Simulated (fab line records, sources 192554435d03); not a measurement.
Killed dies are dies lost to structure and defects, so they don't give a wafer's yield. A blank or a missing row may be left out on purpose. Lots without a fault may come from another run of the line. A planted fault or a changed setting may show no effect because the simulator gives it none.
Problem report in the 8D (eight disciplines) form, filled by code | flow n5_finfet | the parts of the form that need people (team, actions taken, sign-off) are left out

1. THE PROBLEM
raw_defect_count at N5_BEOL_M3_INSPECT_30 reads a mean of 1272 on 6 wafers of 2 lots; wafers without a fault read 383 with a standard deviation of 93. That is +9.6 standard deviations from the usual mean.
The step: inspects for defects (brightfield).
First seen on wafer L908.3, day 9 06:16, on defect_inspect-02. The record holds 24 wafers of 10 lots with a number at this step. Rule for "out", or "out of limits": more than 4 standard deviations from the usual mean. The other wafers with a number count as sound.

2. WHAT IT IS AND WHAT IT IS NOT
question                    | is                     | is not
which readings at this step | raw_defect_count       | -
which lots                  | L908, L910             | L900, L916, L917, L919, L920, L921, L922, L923
which wafers of those lots  | all that have a number | -
read on which gauges        | defect_inspect-02      | defect_inspect-01
when                        | from day 9 06:16       | up to then (2 sound wafers); but 16 sound wafers of L916, L917, L919, L920, L921, L922, L923 came after

3. SUSPECTS, AND WHAT RULES EACH OUT
Counting: a tool at a process step up to the reading stays a suspect if it ran every lot that is out and no sound lot after the first of them.
- the gauge at N5_BEOL_M3_INSPECT_30: ruled out. All the wafers that are out were read on defect_inspect-02, but those of them that N5_PASSIVATION_PROBE_49 has rows for are out there too, on other tools.
- rie_diel-02 at N5_BEOL_M3_ETCH_64 (etches SOC in N2/H2, target depth 75 nm, overetch 15 nm, time 112.5 s): ruled out as a lasting fault. Sound lots L921, L923 ran on it after its first lot that is out, L908 (day 9 05:23).
Left after counting: nothing in the record.

4. THE CAUSE (what the simulator had put in)
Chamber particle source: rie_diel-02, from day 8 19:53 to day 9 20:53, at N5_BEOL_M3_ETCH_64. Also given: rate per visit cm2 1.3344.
Counting ruled it out, wrongly: the rule takes a fault to strike every lot that its tool runs from its start on, and this one did not.

5. THE CHAIN OF EFFECTS, in route order
Each row: a reading whose mean over the struck wafers that have a number lies more than 3 standard deviations from the usual. Only readings for which the record gives a usual standard deviation are gone through. hours: the time from each lot's start at the first step in this table that gives one to its start at this step, as a median over the lots. sigmas: the change in usual standard deviations.
hours | step                    | reading              | usual  | on struck wafers | change | sigmas
0     | N5_BEOL_M3_INSPECT_30   | raw_defect_count     | 383    | 1272             | +888   | +9.6
138   | N5_PASSIVATION_PROBE_49 | defect_limited_yield | 91.1 % | 82.4             | -8.7   | -6.7
138   | N5_PASSIVATION_PROBE_49 | killed_at_M0_to_M3   | 32     | 145              | +113   | +12
138   | N5_PASSIVATION_PROBE_49 | killed_dies          | 104    | 207              | +103   | +6.5
138   | N5_PASSIVATION_PROBE_49 | sort_bin_5_function  | 5.1 %  | 10.7             | +5.6   | +6.5
138   | N5_PASSIVATION_PROBE_49 | sort_n_pass          | 1075   | 973              | -102   | -6.4
138   | N5_PASSIVATION_PROBE_49 | sort_yield_pct       | 91.1 % | 82.4             | -8.7   | -6.2
The process steps in it:
- N5_PASSIVATION_PROBE_49
Later measuring or inspecting steps at which every struck wafer that the step has a row for has a number for every such reading, and none has moved that far: N5_BEOL_M4_RC_MEAS_101.

6. WHAT WOULD HAVE CAUGHT IT SOONER
In this record the first reading out of limits at a measuring or inspecting step was taken at day 9 06:16, 10 hours after the fault began at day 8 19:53.
Of the tool readings at N5_BEOL_M3_ETCH_64 for which the record gives a usual standard deviation, none was out on any struck wafer, so an alarm limit of 4 standard deviations on them would not have fired.
